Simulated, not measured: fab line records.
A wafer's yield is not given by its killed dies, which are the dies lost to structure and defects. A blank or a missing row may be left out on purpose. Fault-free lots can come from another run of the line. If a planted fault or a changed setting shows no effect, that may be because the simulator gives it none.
Which tool did it? + flow nand_harc + 69 wafers from 23 lots sampled at 6 of the route's 1302 steps

== WHAT EACH GAUGE READ, for each wafer ==
No reading from a measuring or inspecting step in the record can be judged against a usual standard deviation.

== EACH LOT AND THE TOOL THAT RAN IT (in order: tool; ch and the chambers of the sampled wafers; start) ==
| lot  | NHARC_A_STAIRCASE_ETCH_25                     | NHARC_A_STAIRCASE_TRIM_26                     | NHARC_A_STAIRCASE_STRIP_175          | NHARC_A_STAIRCASE_TRIM_187         | NHARC_A_STAIRCASE_TRIM_193     | NHARC_A_STAIRCASE_ETCH_197     |
|------|-----------------------------------------------|-----------------------------------------------|--------------------------------------|------------------------------------|--------------------------------|--------------------------------|
| L077 | rie_diel-13 ch 0,1,3, day 16 16:09 or earlier | rie_diel-13 ch 0,1,2, day 16 16:09 or earlier | plasma_asher-02 ch 0,1, day 16 16:09 | rie_diel-04 ch 1,3, day 16 17:35   | rie_diel-04 ch 1,3, no start   | rie_diel-10 ch 0,2, no start   |
| L074 | rie_diel-10 ch 0,2,3, day 16 16:22 or earlier | rie_diel-10 ch 1,2,3, day 16 16:22 or earlier | plasma_asher-01 ch 0,1, day 16 16:22 | rie_diel-13 ch 1,2, day 16 18:22   | rie_diel-13 ch 0,2,3, no start | rie_diel-10 ch 1,2, no start   |
| L075 | rie_diel-13 ch 0,1,2, day 16 16:29 or earlier | rie_diel-13 ch 1,3, day 16 16:29 or earlier   | plasma_asher-02 ch 0,1, day 16 16:29 | rie_diel-10 ch 1,3, day 16 18:01   | rie_diel-10 ch 1,3, no start   | rie_diel-13 ch 0,1, no start   |
| L076 | rie_diel-13 ch 1,2, day 16 23:44 or earlier   | rie_diel-13 ch 0,2,3, day 16 23:44 or earlier | plasma_asher-01 ch 0,1, day 16 23:44 | rie_diel-04 ch 0,2, day 17 01:16   | rie_diel-04 ch 0,1, no start   | rie_diel-04 ch 0,1,2, no start |
| L079 | rie_diel-04 ch 2,3, day 17 15:29 or earlier   | rie_diel-04 ch 1,3, day 17 15:29 or earlier   | plasma_asher-01 ch 0, day 17 15:29   | rie_diel-04 ch 0,2,3, day 17 16:56 | rie_diel-04 ch 0,3, no start   | rie_diel-04 ch 0,1,3, no start |
| L078 | rie_diel-13 ch 0,1,2, day 17 19:04 or earlier | rie_diel-13 ch 0,1,2, day 17 19:04 or earlier | plasma_asher-02 ch 0,1, day 17 19:04 | rie_diel-04 ch 0,1,3, day 17 20:38 | rie_diel-04 ch 0,1,3, no start | rie_diel-13 ch 0,2,3, no start |
| L080 | rie_diel-13 ch 1,2,3, day 18 12:53 or earlier | rie_diel-13 ch 0,1,2, day 18 12:53 or earlier | plasma_asher-02 ch 0, day 18 12:53   | rie_diel-13 ch 1,3, day 18 14:27   | rie_diel-13 ch 0,2, no start   | rie_diel-04 ch 0,1,3, no start |
| L083 | rie_diel-04 ch 0,2, day 19 03:05 or earlier   | rie_diel-04 ch 0,2,3, day 19 03:05 or earlier | plasma_asher-01 ch 0,1, day 19 03:05 | rie_diel-13 ch 1,3, day 19 04:41   | rie_diel-13 ch 1,2,3, no start | rie_diel-04 ch 0,2,3, no start |
| L082 | rie_diel-10 ch 0,1,3, day 19 03:30 or earlier | rie_diel-10 ch 0,1,2, day 19 03:30 or earlier | plasma_asher-01 ch 0,1, day 19 03:30 | rie_diel-13 ch 0,1,3, day 19 05:08 | rie_diel-13 ch 0,3, no start   | rie_diel-13 ch 1,2,3, no start |
| L084 | rie_diel-10 ch 2,3, day 20 07:08 or earlier   | rie_diel-10 ch 1,2, day 20 07:08 or earlier   | plasma_asher-01 ch 0,1, day 20 07:08 | rie_diel-13 ch 0,1,2, day 20 08:30 | rie_diel-13 ch 1,2,3, no start | rie_diel-13 ch 0,1, no start   |
| L085 | rie_diel-13 ch 2,3, day 20 13:38 or earlier   | rie_diel-13 ch 0,1, day 20 13:38 or earlier   | plasma_asher-02 ch 0,1, day 20 13:38 | rie_diel-04 ch 0,2, day 20 15:15   | rie_diel-04 ch 0,1,2, no start | rie_diel-10 ch 0,1, no start   |
| L086 | rie_diel-10 ch 0,1,2, day 20 13:55 or earlier | rie_diel-10 ch 0,1,3, day 20 13:55 or earlier | plasma_asher-02 ch 0,1, day 20 13:55 | rie_diel-04 ch 1,2, day 20 15:35   | rie_diel-04 ch 0,2,3, no start | rie_diel-04 ch 2,3, no start   |
| L088 | rie_diel-10 ch 1,3, day 21 13:33 or earlier   | rie_diel-10 ch 0,1,2, day 21 13:33 or earlier | plasma_asher-01 ch 0,1, day 21 13:33 | rie_diel-13 ch 1,2, day 21 15:09   | rie_diel-13 ch 1,3, no start   | rie_diel-13 ch 1,3, no start   |
| L087 | rie_diel-04 ch 1,2,3, day 21 15:54 or earlier | rie_diel-04 ch 0,2,3, day 21 15:54 or earlier | plasma_asher-02 ch 0,1, day 21 15:54 | rie_diel-13 ch 0,3, day 21 17:25   | rie_diel-13 ch 0,1,2, no start | rie_diel-10 ch 0,1, no start   |
| L089 | rie_diel-04 ch 0,1,3, day 21 18:35 or earlier | rie_diel-04 ch 0,2,3, day 21 18:35 or earlier | plasma_asher-01 ch 0,1, day 21 18:35 | rie_diel-04 ch 0,1,3, day 21 20:05 | rie_diel-04 ch 1,2,3, no start | rie_diel-04 ch 0,1,3, no start |
| L090 | rie_diel-10 ch 1,3, day 22 12:51 or earlier   | rie_diel-10 ch 1,2, day 22 12:51 or earlier   | plasma_asher-02 ch 0, day 22 12:51   | rie_diel-10 ch 0,1,2, day 22 14:25 | rie_diel-10 ch 2,3, no start   | rie_diel-13 ch 1,2,3, no start |
| L091 | rie_diel-10 ch 0,3, day 22 14:19 or earlier   | rie_diel-10 ch 1,2,3, day 22 14:19 or earlier | plasma_asher-02 ch 1, day 22 14:19   | rie_diel-10 ch 0,1,3, day 22 15:52 | rie_diel-10 ch 1,2, no start   | rie_diel-13 ch 0,1,2, no start |
| L092 | rie_diel-04 ch 0,1, day 22 21:26 or earlier   | rie_diel-04 ch 0,3, day 22 21:26 or earlier   | plasma_asher-02 ch 0,1, day 22 21:26 | rie_diel-10 ch 2,3, day 22 22:59   | rie_diel-10 ch 1,2, no start   | rie_diel-10 ch 0,2, no start   |
| L093 | rie_diel-13 ch 0,1,2, day 23 15:19 or earlier | rie_diel-13 ch 1,2,3, day 23 15:19 or earlier | plasma_asher-01 ch 0,1, day 23 15:19 | rie_diel-04 ch 0,1,3, day 23 17:02 | rie_diel-04 ch 1,2,3, no start | rie_diel-10 ch 1,2,3, no start |
| L094 | rie_diel-04 ch 1,3, day 24 01:46 or earlier   | rie_diel-04 ch 0,2,3, day 24 01:46 or earlier | plasma_asher-02 ch 0,1, day 24 01:46 | rie_diel-04 ch 0,2, day 24 03:23   | rie_diel-04 ch 0,1,2, no start | rie_diel-13 ch 0,1,2, no start |
| L096 | rie_diel-13 ch 0,3, day 24 22:40 or earlier   | rie_diel-13 ch 1,2, day 24 22:40 or earlier   | plasma_asher-02 ch 0,1, day 24 22:40 | rie_diel-04 ch 0,1,3, day 25 00:08 | rie_diel-04 ch 0,1, no start   | rie_diel-13 ch 1,3, no start   |
| L095 | rie_diel-10 ch 0,1,2, day 25 01:03 or earlier | rie_diel-10 ch 0,1,3, day 25 01:03 or earlier | plasma_asher-02 ch 0,1, day 25 01:03 | rie_diel-10 ch 0,1,2, day 25 02:36 | rie_diel-10 ch 0,1,2, no start | rie_diel-10 ch 1,2,3, no start |
| L097 | rie_diel-10 ch 0,1,2, day 25 06:16 or earlier | rie_diel-10 ch 0,1,3, day 25 06:16 or earlier | plasma_asher-02 ch 0,1, day 25 06:16 | rie_diel-13 ch 0,1,2, day 25 07:52 | rie_diel-13 ch 0,1,3, no start | rie_diel-10 ch 0,2,3, no start |
- NHARC_A_STAIRCASE_ETCH_25: etches the open film in C4F8/O2, target depth 100 nm, time 40.5 s.
- NHARC_A_STAIRCASE_TRIM_26: chemistry O2, time 211.2 s.
- NHARC_A_STAIRCASE_STRIP_175: strips in O2.
- NHARC_A_STAIRCASE_TRIM_187: chemistry O2, time 211.2 s.
- NHARC_A_STAIRCASE_TRIM_193: chemistry O2, time 211.2 s.
- NHARC_A_STAIRCASE_ETCH_197: etches the open film in C4F8/O2, target depth 100 nm, time 40.5 s.

== AS READ BY THE TOOLS THEMSELVES (means over the sampled wafers that have a number; for cases with no such wafer, the mark the record gives instead) ==
NHARC_A_STAIRCASE_ETCH_25. Usual: oes_product_au 0.944 a.u., standard deviation 0.015; rf_vpp_V 895 V, standard deviation 4.9.
| lot  | tool        | oes_product_au (a.u.) | rf_vpp_V (V) | flag |
|------|-------------|-----------------------|--------------|------|
| L077 | rie_diel-13 | 0.942                 | 893          |      |
| L074 | rie_diel-10 | 0.951                 | 892          |      |
| L075 | rie_diel-13 | 0.958                 | 891          |      |
| L076 | rie_diel-13 | 0.979                 | 892          |      |
| L079 | rie_diel-04 | 0.948                 | 901          |      |
| L078 | rie_diel-13 | 0.953                 | 891          |      |
| L080 | rie_diel-13 | 0.943                 | 894          |      |
| L083 | rie_diel-04 | 0.966                 | 902          |      |
| L082 | rie_diel-10 | 0.931                 | 896          |      |
| L084 | rie_diel-10 | 0.933                 | 896          |      |
| L085 | rie_diel-13 | 0.948                 | 891          |      |
| L086 | rie_diel-10 | 0.947                 | 898          |      |
| L088 | rie_diel-10 | 0.934                 | 892          |      |
| L087 | rie_diel-04 | 0.945                 | 896          |      |
| L089 | rie_diel-04 | 0.939                 | 896          |      |
| L090 | rie_diel-10 | 0.950                 | 893          |      |
| L091 | rie_diel-10 | 0.942                 | 894          |      |
| L092 | rie_diel-04 | 0.930                 | 896          |      |
| L093 | rie_diel-13 | 0.961                 | 891          |      |
| L094 | rie_diel-04 | 0.946                 | 893          |      |
| L096 | rie_diel-13 | 0.948                 | 893          |      |
| L095 | rie_diel-10 | 0.926                 | 898          |      |
| L097 | rie_diel-10 | 0.928                 | 899          |      |

NHARC_A_STAIRCASE_TRIM_26. Usual: drypump_motor_current_A 5.7 A, standard deviation 0.58; o2_flow_sccm 500.1 sccm, standard deviation 1.6; oes_product_au 0.999 a.u., standard deviation 0.015; rf_vpp_V 57.7 V, standard deviation 0.92; showerhead_plenum_p_Torr 3.51 Torr, standard deviation 0.13; throttle_valve_pct 17.037 %, standard deviation 0.01.
| lot  | tool        | drypump_motor_current_A (A) | o2_flow_sccm (sccm) | oes_product_au (a.u.) | rf_vpp_V (V) | showerhead_plenum_p_Torr (Torr) | throttle_valve_pct (%) | flag |
|------|-------------|-----------------------------|---------------------|-----------------------|--------------|---------------------------------|------------------------|------|
| L077 | rie_diel-13 | 5.6                         | 500.7               | 1.017                 | 56.3         | 3.41                            | 17.039                 |      |
| L074 | rie_diel-10 | 5.6                         | 499.6               | 0.996                 | 57.3         | 3.40                            | 17.038                 |      |
| L075 | rie_diel-13 | 6.0                         | 499.3               | 1.017                 | 58.0         | 3.52                            | 17.035                 |      |
| L076 | rie_diel-13 | 5.9                         | 499.0               | 0.999                 | 58.0         | 3.42                            | 17.030                 |      |
| L079 | rie_diel-04 | 5.2                         | 500.7               | 1.003                 | 58.0         | 3.48                            | 17.022                 |      |
| L078 | rie_diel-13 | 5.6                         | 500.0               | 1.010                 | 57.8         | 3.40                            | 17.024                 |      |
| L080 | rie_diel-13 | 5.6                         | 497.5               | 1.012                 | 56.8         | 3.40                            | 17.036                 |      |
| L083 | rie_diel-04 | 5.7                         | 500.2               | 1.003                 | 58.1         | 3.62                            | 17.033                 |      |
| L082 | rie_diel-10 | 5.9                         | 499.5               | 0.990                 | 58.6         | 3.60                            | 17.037                 |      |
| L084 | rie_diel-10 | 5.5                         | 500.4               | 0.999                 | 57.9         | 3.59                            | 17.036                 |      |
| L085 | rie_diel-13 | 5.8                         | 502.0               | 1.017                 | 57.5         | 3.44                            | 17.041                 |      |
| L086 | rie_diel-10 | 5.6                         | 499.2               | 0.984                 | 57.4         | 3.47                            | 17.035                 |      |
| L088 | rie_diel-10 | 5.9                         | 499.5               | 0.989                 | 58.5         | 3.60                            | 17.027                 |      |
| L087 | rie_diel-04 | 5.7                         | 499.3               | 0.999                 | 58.2         | 3.61                            | 17.042                 |      |
| L089 | rie_diel-04 | 5.7                         | 500.8               | 0.995                 | 58.4         | 3.61                            | 17.037                 |      |
| L090 | rie_diel-10 | 5.9                         | 500.3               | 1.000                 | 58.6         | 3.68                            | 17.039                 |      |
| L091 | rie_diel-10 | 5.6                         | 501.6               | 0.994                 | 57.3         | 3.55                            | 17.037                 |      |
| L092 | rie_diel-04 | 5.6                         | 499.4               | 0.993                 | 57.3         | 3.52                            | 17.037                 |      |
| L093 | rie_diel-13 | 5.8                         | 499.6               | 1.013                 | 57.9         | 3.43                            | 17.034                 |      |
| L094 | rie_diel-04 | 5.7                         | 499.9               | 1.002                 | 59.2         | 3.60                            | 17.045                 |      |
| L096 | rie_diel-13 | 5.5                         | 499.9               | 1.010                 | 58.0         | 3.42                            | 17.028                 |      |
| L095 | rie_diel-10 | 5.6                         | 499.8               | 0.977                 | 57.6         | 3.45                            | 17.032                 |      |
| L097 | rie_diel-10 | 5.6                         | 501.1               | 0.983                 | 57.6         | 3.45                            | 17.043                 |      |

NHARC_A_STAIRCASE_STRIP_175. Usual: drypump_motor_current_A 5.6 A, standard deviation 0.6; heater_power_w 333 W, standard deviation 19.
| lot  | tool            | drypump_motor_current_A (A) | heater_power_w (W) | flag |
|------|-----------------|-----------------------------|--------------------|------|
| L077 | plasma_asher-02 | 5.3                         | 331                |      |
| L074 | plasma_asher-01 | 5.5                         | 322                |      |
| L075 | plasma_asher-02 | 5.3                         | 339                |      |
| L076 | plasma_asher-01 | 6.1                         | 342                |      |
| L079 | plasma_asher-01 | 6.6                         | 364                |      |
| L078 | plasma_asher-02 | 5.3                         | 337                |      |
| L080 | plasma_asher-02 | 5.9                         | 309                |      |
| L083 | plasma_asher-01 | 6.0                         | 346                |      |
| L082 | plasma_asher-01 | 5.6                         | 327                |      |
| L084 | plasma_asher-01 | 5.6                         | 326                |      |
| L085 | plasma_asher-02 | 5.6                         | 330                |      |
| L086 | plasma_asher-02 | 5.6                         | 332                |      |
| L088 | plasma_asher-01 | 5.5                         | 325                |      |
| L087 | plasma_asher-02 | 5.3                         | 331                |      |
| L089 | plasma_asher-01 | 6.0                         | 348                |      |
| L090 | plasma_asher-02 | 5.9                         | 332                |      |
| L091 | plasma_asher-02 | 5.0                         | 330                |      |
| L092 | plasma_asher-02 | 5.6                         | 337                |      |
| L093 | plasma_asher-01 | 5.6                         | 332                |      |
| L094 | plasma_asher-02 | 5.6                         | 329                |      |
| L096 | plasma_asher-02 | 5.6                         | 331                |      |
| L095 | plasma_asher-02 | 5.3                         | 331                |      |
| L097 | plasma_asher-02 | 5.3                         | 329                |      |

NHARC_A_STAIRCASE_TRIM_187. Usual: drypump_motor_current_A 5.7 A, standard deviation 0.62; o2_flow_sccm 500.2 sccm, standard deviation 1.5; oes_product_au 0.999 a.u., standard deviation 0.012; rf_vpp_V 57.7 V, standard deviation 0.88; showerhead_plenum_p_Torr 3.51 Torr, standard deviation 0.13; throttle_valve_pct 17.035 %, standard deviation 0.0088.
| lot  | tool        | drypump_motor_current_A (A) | o2_flow_sccm (sccm) | oes_product_au (a.u.) | rf_vpp_V (V) | showerhead_plenum_p_Torr (Torr) | throttle_valve_pct (%) | flag |
|------|-------------|-----------------------------|---------------------|-----------------------|--------------|---------------------------------|------------------------|------|
| L077 | rie_diel-04 | 5.2                         | 499.3               | 1.002                 | 57.2         | 3.49                            | 17.041                 |      |
| L074 | rie_diel-13 | 5.3                         | 499.0               | 1.022                 | 56.9         | 3.40                            | 17.039                 |      |
| L075 | rie_diel-10 | 5.2                         | 500.2               | 1.006                 | 58.7         | 3.44                            | 17.030                 |      |
| L076 | rie_diel-04 | 5.8                         | 501.2               | 1.001                 | 58.6         | 3.71                            | 17.035                 |      |
| L079 | rie_diel-04 | 5.7                         | 500.1               | 0.993                 | 57.8         | 3.63                            | 17.039                 |      |
| L078 | rie_diel-04 | 5.2                         | 500.3               | 0.989                 | 57.9         | 3.54                            | 17.042                 |      |
| L080 | rie_diel-13 | 6.3                         | 500.8               | 1.002                 | 58.3         | 3.51                            | 17.030                 |      |
| L083 | rie_diel-13 | 6.0                         | 499.2               | 1.008                 | 57.1         | 3.51                            | 17.036                 |      |
| L082 | rie_diel-13 | 6.1                         | 500.4               | 1.004                 | 57.0         | 3.46                            | 17.030                 |      |
| L084 | rie_diel-13 | 5.6                         | 499.8               | 1.012                 | 56.5         | 3.39                            | 17.030                 |      |
| L085 | rie_diel-04 | 5.4                         | 498.5               | 0.996                 | 58.5         | 3.68                            | 17.034                 |      |
| L086 | rie_diel-04 | 5.8                         | 497.9               | 1.000                 | 57.7         | 3.64                            | 17.031                 |      |
| L088 | rie_diel-13 | 5.3                         | 500.8               | 1.012                 | 57.5         | 3.37                            | 17.033                 |      |
| L087 | rie_diel-13 | 6.4                         | 502.1               | 1.000                 | 57.8         | 3.46                            | 17.026                 |      |
| L089 | rie_diel-04 | 5.2                         | 500.1               | 0.995                 | 57.1         | 3.53                            | 17.042                 |      |
| L090 | rie_diel-10 | 5.9                         | 500.2               | 0.990                 | 57.5         | 3.59                            | 17.040                 |      |
| L091 | rie_diel-10 | 5.6                         | 500.2               | 0.990                 | 59.0         | 3.46                            | 17.038                 |      |
| L092 | rie_diel-10 | 5.6                         | 501.6               | 0.996                 | 58.1         | 3.53                            | 17.032                 |      |
| L093 | rie_diel-04 | 5.2                         | 500.7               | 1.006                 | 58.3         | 3.52                            | 17.036                 |      |
| L094 | rie_diel-04 | 5.8                         | 501.2               | 0.994                 | 58.4         | 3.69                            | 17.038                 |      |
| L096 | rie_diel-04 | 5.2                         | 501.9               | 0.993                 | 58.0         | 3.52                            | 17.039                 |      |
| L095 | rie_diel-10 | 5.9                         | 498.9               | 0.995                 | 56.5         | 3.58                            | 17.037                 |      |
| L097 | rie_diel-13 | 5.6                         | 500.5               | 1.004                 | 57.6         | 3.37                            | 17.035                 |      |

NHARC_A_STAIRCASE_TRIM_193. Usual: drypump_motor_current_A 5.7 A, standard deviation 0.62; o2_flow_sccm 500.2 sccm, standard deviation 1.4; oes_product_au 1.000 a.u., standard deviation 0.012; rf_vpp_V 57.7 V, standard deviation 0.89; showerhead_plenum_p_Torr 3.51 Torr, standard deviation 0.13; throttle_valve_pct 17.036 %, standard deviation 0.0087.
| lot  | tool        | drypump_motor_current_A (A) | o2_flow_sccm (sccm) | oes_product_au (a.u.) | rf_vpp_V (V) | showerhead_plenum_p_Torr (Torr) | throttle_valve_pct (%) | flag |
|------|-------------|-----------------------------|---------------------|-----------------------|--------------|---------------------------------|------------------------|------|
| L077 | rie_diel-04 | 5.6                         | 502.0               | 0.992                 | 57.7         | 3.48                            | 17.041                 |      |
| L074 | rie_diel-13 | 5.9                         | 500.7               | 1.002                 | 56.5         | 3.42                            | 17.034                 |      |
| L075 | rie_diel-10 | 5.2                         | 499.7               | 0.997                 | 57.3         | 3.44                            | 17.034                 |      |
| L076 | rie_diel-04 | 4.9                         | 499.5               | 0.994                 | 58.3         | 3.61                            | 17.039                 |      |
| L079 | rie_diel-04 | 5.3                         | 499.4               | 1.000                 | 57.4         | 3.61                            | 17.050                 |      |
| L078 | rie_diel-04 | 5.2                         | 500.4               | 0.991                 | 57.5         | 3.54                            | 17.041                 |      |
| L080 | rie_diel-13 | 5.3                         | 500.3               | 1.011                 | 58.0         | 3.35                            | 17.038                 |      |
| L083 | rie_diel-13 | 5.8                         | 500.1               | 1.007                 | 57.3         | 3.45                            | 17.033                 |      |
| L082 | rie_diel-13 | 6.1                         | 501.5               | 1.007                 | 57.4         | 3.41                            | 17.040                 |      |
| L084 | rie_diel-13 | 5.8                         | 501.7               | 1.006                 | 57.7         | 3.44                            | 17.035                 |      |
| L085 | rie_diel-04 | 5.3                         | 499.8               | 1.006                 | 58.4         | 3.62                            | 17.038                 |      |
| L086 | rie_diel-04 | 5.7                         | 500.0               | 0.998                 | 58.6         | 3.62                            | 17.033                 |      |
| L088 | rie_diel-13 | 6.3                         | 500.0               | 0.998                 | 58.0         | 3.50                            | 17.037                 |      |
| L087 | rie_diel-13 | 5.6                         | 500.8               | 1.015                 | 56.6         | 3.38                            | 17.031                 |      |
| L089 | rie_diel-04 | 5.7                         | 500.6               | 0.989                 | 57.6         | 3.55                            | 17.040                 |      |
| L090 | rie_diel-10 | 6.0                         | 499.0               | 1.004                 | 58.6         | 3.66                            | 17.031                 |      |
| L091 | rie_diel-10 | 5.9                         | 500.1               | 0.992                 | 57.9         | 3.68                            | 17.031                 |      |
| L092 | rie_diel-10 | 5.9                         | 501.2               | 0.998                 | 58.1         | 3.68                            | 17.038                 |      |
| L093 | rie_diel-04 | 5.7                         | 498.6               | 1.011                 | 57.1         | 3.54                            | 17.033                 |      |
| L094 | rie_diel-04 | 5.3                         | 500.2               | 0.998                 | 58.1         | 3.60                            | 17.039                 |      |
| L096 | rie_diel-04 | 4.9                         | 498.8               | 0.998                 | 57.4         | 3.58                            | 17.036                 |      |
| L095 | rie_diel-10 | 5.9                         | 499.6               | 0.989                 | 58.1         | 3.58                            | 17.042                 |      |
| L097 | rie_diel-13 | 6.1                         | 500.2               | 1.001                 | 57.5         | 3.43                            | 17.042                 |      |

NHARC_A_STAIRCASE_ETCH_197. Usual: oes_product_au 0.951 a.u., standard deviation 0.02; rf_vpp_V 895 V, standard deviation 4.7.
| lot  | tool        | oes_product_au (a.u.) | rf_vpp_V (V) | flag |
|------|-------------|-----------------------|--------------|------|
| L077 | rie_diel-10 | 0.941                 | 894          |      |
| L074 | rie_diel-10 | 0.945                 | 892          |      |
| L075 | rie_diel-13 | 0.933                 | 892          |      |
| L076 | rie_diel-04 | 0.937                 | 900          |      |
| L079 | rie_diel-04 | 0.939                 | 896          |      |
| L078 | rie_diel-13 | 0.972                 | 892          |      |
| L080 | rie_diel-04 | 0.960                 | 896          |      |
| L083 | rie_diel-04 | 0.927                 | 899          |      |
| L082 | rie_diel-13 | 0.956                 | 893          |      |
| L084 | rie_diel-13 | 0.946                 | 891          |      |
| L085 | rie_diel-10 | 0.969                 | 896          |      |
| L086 | rie_diel-04 | 0.939                 | 897          |      |
| L088 | rie_diel-13 | 0.960                 | 894          |      |
| L087 | rie_diel-10 | 0.942                 | 894          |      |
| L089 | rie_diel-04 | 0.946                 | 897          |      |
| L090 | rie_diel-13 | 0.973                 | 893          |      |
| L091 | rie_diel-13 | 0.976                 | 891          |      |
| L092 | rie_diel-10 | 0.932                 | 899          |      |
| L093 | rie_diel-10 | 0.966                 | 897          |      |
| L094 | rie_diel-13 | 0.932                 | 891          |      |
| L096 | rie_diel-13 | 0.969                 | 894          |      |
| L095 | rie_diel-10 | 0.938                 | 897          |      |
| L097 | rie_diel-10 | 0.957                 | 897          |      |

== THE ANSWER, worked out from the rows above alone ==
Rule: take the mean of a lot's wafers that have a number; if it is more than 3 standard deviations from the usual mean, the lot is off. Also off: a lot with no number at a reading for which 4 or more lots have one. Any other lot the step has rows for is counted as sound. After the gauges, taken in route order, come the tools' own readings; for these a lot's mean is taken, as printed above. At the first step where some lot is off, the reading lying furthest off is the one used; lots without a number count as furthest.
Across all readings shown, no lot is off: no conclusion can be drawn from this.

== WHAT THE SIMULATOR HAD INSERTED ==
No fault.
